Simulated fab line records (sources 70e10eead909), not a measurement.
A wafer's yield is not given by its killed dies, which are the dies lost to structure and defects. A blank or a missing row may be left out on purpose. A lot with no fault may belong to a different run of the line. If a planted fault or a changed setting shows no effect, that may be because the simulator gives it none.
Struck lot and sound lot, side by side + flow nand_harc + 15 steps out of a route of 1159
Sound: the wafers L830.1, L830.2, L830.4. Struck: wafer L839.6 (L839.2, L839.3, from the same lot, were not struck and are left out); the cause is given at the end.
At each step with rows: each side's tool, then ch and its chambers, then its first start. Under that, the readings that differ: sound wafers + struck wafers + difference of the means + sigmas: that difference in standard deviations of wafers without a fault.
alike: words and numbers the same on both sides, and readings whose means are apart by under 2 such deviations; not compared: readings that were withheld, readings missing a value for some wafer, numbers with overlapping values and no deviation given by the record, and bounds like >300 which may hide the same value.
Wherever a step has rows on one side only, a row that says differs or no value, or a row with sigmas, the two part there. Numbers that don't overlap but have no deviation are shown without sigmas and don't part them. A reading that every wafer of one side lacks parts them only if that side has two wafers or more.

first, 1 step without rows for these wafers: NHARC_A_ONON_D1_DEP_03 (target thk 1000 nm).
NHARC_A_ONON_D1_THK_MEAS_05: measures by ellipsometry.
  sound: film_metro-02 at day 9 02:41; struck: film_metro-02 at day 11 19:38
  alike: thk_nm
after that, 1 step with no rows for these wafers: NHARC_A_ONON_D1_DEP_06 (target thk 1000 nm).
NHARC_A_ONON_D1_THK_MEAS_08: measures by ellipsometry.
  sound: film_metro-02 at day 9 03:32; struck: film_metro-02 at day 11 20:14
| reading     | sound          | struck | difference | sigmas |
|-------------|----------------|--------|------------|--------|
| thk_nm (nm) | 1015 1014 1014 | 989    | -25        | -2     |
after that, 1 step with no rows for these wafers: NHARC_A_ONON_D1_DEP_09 (target thk 1000 nm).
NHARC_A_ONON_D1_THK_MEAS_11: measures by ellipsometry.
  sound: film_metro-01 at day 9 04:15; struck: film_metro-02 at day 11 20:49
  alike: thk_nm
after that, 1 step with no rows for these wafers: NHARC_A_ONON_D1_DEP_12 (target thk 1000 nm).
NHARC_A_ONON_D1_THK_MEAS_14: measures by ellipsometry.
  sound: film_metro-01 at day 9 04:56; struck: film_metro-01 at day 11 21:23
  alike: thk_nm
then, 2 steps without rows for these wafers: NHARC_A_ONON_D1_ANNEAL_15 (time 3600 s); NHARC_A_ONON_D1_DEP_16 (target thk 1000 nm).
NHARC_A_ONON_D1_THK_MEAS_18: measures by ellipsometry.
  sound: film_metro-01 at day 9 12:02; struck: film_metro-01 at day 12 08:31
  alike: thk_nm
NHARC_A_ONON_D1_DEP_19: target thk 1000 nm.
  sound on pecvd_onon-03 ch 0, day 9 12:05; struck on pecvd_onon-03 ch 0, day 12 08:38
NHARC_A_ONON_D1_THK_MEAS_21: measures by ellipsometry.
  sound: film_metro-02 at day 9 12:36; struck: film_metro-02 at day 12 09:05
| reading     | sound          | struck | difference | sigmas |
|-------------|----------------|--------|------------|--------|
| thk_nm (nm) | 1006 1007 1008 | 510    | -497       | -45    |
after that, 1 step with no rows for these wafers: NHARC_A_ONON_D1_DEP_22 (target thk 1000 nm).
-- the record jumps here: 12 days lie between the struck wafers' starts before and after (it left off in module A_ONON_D1 and takes up again in module END, whose first step shown is number 1159 of the route) --
NHARC_END_SORT_01:
  the record has rows for the struck wafers here (prober-01 ch 0, day 24 02:07) and none for the sound ones

WHERE THEY PART
First at NHARC_A_ONON_D1_THK_MEAS_08; last, within this record, at NHARC_END_SORT_01.

WHY: what had been put in by the simulator
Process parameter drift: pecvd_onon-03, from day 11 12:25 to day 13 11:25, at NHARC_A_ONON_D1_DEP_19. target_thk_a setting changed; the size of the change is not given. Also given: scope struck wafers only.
